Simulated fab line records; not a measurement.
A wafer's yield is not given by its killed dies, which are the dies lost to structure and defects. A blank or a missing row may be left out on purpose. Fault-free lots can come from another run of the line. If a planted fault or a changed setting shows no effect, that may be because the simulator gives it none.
Comparing a struck lot with a sound one | flow nand harc | 15 out of 1159 route steps
Sound: these wafers, L715.1, L715.5, L715.6. Wafers struck: L717.1, L717.2, L717.5. The cause is named last.
For every step that has rows: the tool of each side, followed by ch and its chambers, followed by its first start. Under that, the readings that differ: sound wafers | struck wafers | difference of the means | sigmas: that difference in standard deviations of wafers without a fault.
alike: words and numbers the same on both sides, and readings whose means are apart by under 2 such deviations; not compared: readings that were withheld, readings missing a value for some wafer, numbers with overlapping values and no deviation given by the record, and bounds like >300 which may hide the same value.
A row with sigmas, a row that says differs or no value, or rows on one side alone: a step with any of these is where the two part. When numbers do not overlap yet have no deviation, they are printed without sigmas and do not part them. A reading that every wafer of one side lacks parts them only if that side has two wafers or more.

first, 1 step without rows for these wafers: NHARC_A_ONON_D1_DEP_03 (target thk 1000 nm).
NHARC_A_ONON_D1_THK_MEAS_05: measures by ellipsometry.
  struck on film metro-01, day 10 19:14; sound on film metro-01, day 10 05:07
  alike: thk nm
then, no rows for these wafers at 1 step: NHARC_A_ONON_D1_DEP_06 (target thk 1000 nm).
NHARC_A_ONON_D1_THK_MEAS_08: measures by ellipsometry.
  struck on film metro-02, day 10 19:48; sound on film metro-01, day 10 05:41
  alike: thk nm
then, no rows for these wafers at 1 step: NHARC_A_ONON_D1_DEP_09 (target thk 1000 nm).
NHARC_A_ONON_D1_THK_MEAS_11: measures by ellipsometry.
  struck on film metro-02, day 10 20:22; sound on film metro-02, day 10 06:17
  alike: thk nm
then, no rows for these wafers at 1 step: NHARC_A_ONON_D1_DEP_12 (target thk 1000 nm).
NHARC_A_ONON_D1_THK_MEAS_14: measures by ellipsometry.
  struck on film metro-01, day 10 20:56; sound on film metro-02, day 10 06:51
  alike: thk nm
then, 2 steps without rows for these wafers: NHARC_A_ONON_D1_ANNEAL_15 (time 3600 s); NHARC_A_ONON_D1_DEP_16 (target thk 1000 nm).
NHARC_A_ONON_D1_THK_MEAS_18: measures by ellipsometry.
  struck on film metro-01, day 11 04:23; sound on film metro-01, day 10 14:02
  alike: thk nm
NHARC_A_ONON_D1_DEP_19: target thk 1000 nm.
  sound on pecvd onon-01 ch 0, day 10 14:05; struck on pecvd onon-01 ch 0, day 11 04:35
NHARC_A_ONON_D1_THK_MEAS_21: measures by ellipsometry.
  struck on film metro-02, day 11 05:06; sound on film metro-02, day 10 14:35
  reading     | sound          | struck         | difference | sigmas
  thk nm (nm) | 1017 1019 1017 | 1599 1600 1597 | +581       | +53
then, no rows for these wafers at 1 step: NHARC_A_ONON_D1_DEP_22 (target thk 1000 nm).
-- break in the record here, with 11 days between the starts of the struck wafers on either side (left off in module A_ONON_D1, picked up again in module END, where the first step shown is number 1159 on the route) --
NHARC_END_SORT_01:
  only the struck wafers appear in the record here, on prober-02 ch 0 at day 22 16:05; the sound ones have no rows

WHERE THEY PART
Earliest at NHARC_A_ONON_D1_THK_MEAS_21; latest, in this record, at NHARC_END_SORT_01.

WHY: whatever the simulator had introduced
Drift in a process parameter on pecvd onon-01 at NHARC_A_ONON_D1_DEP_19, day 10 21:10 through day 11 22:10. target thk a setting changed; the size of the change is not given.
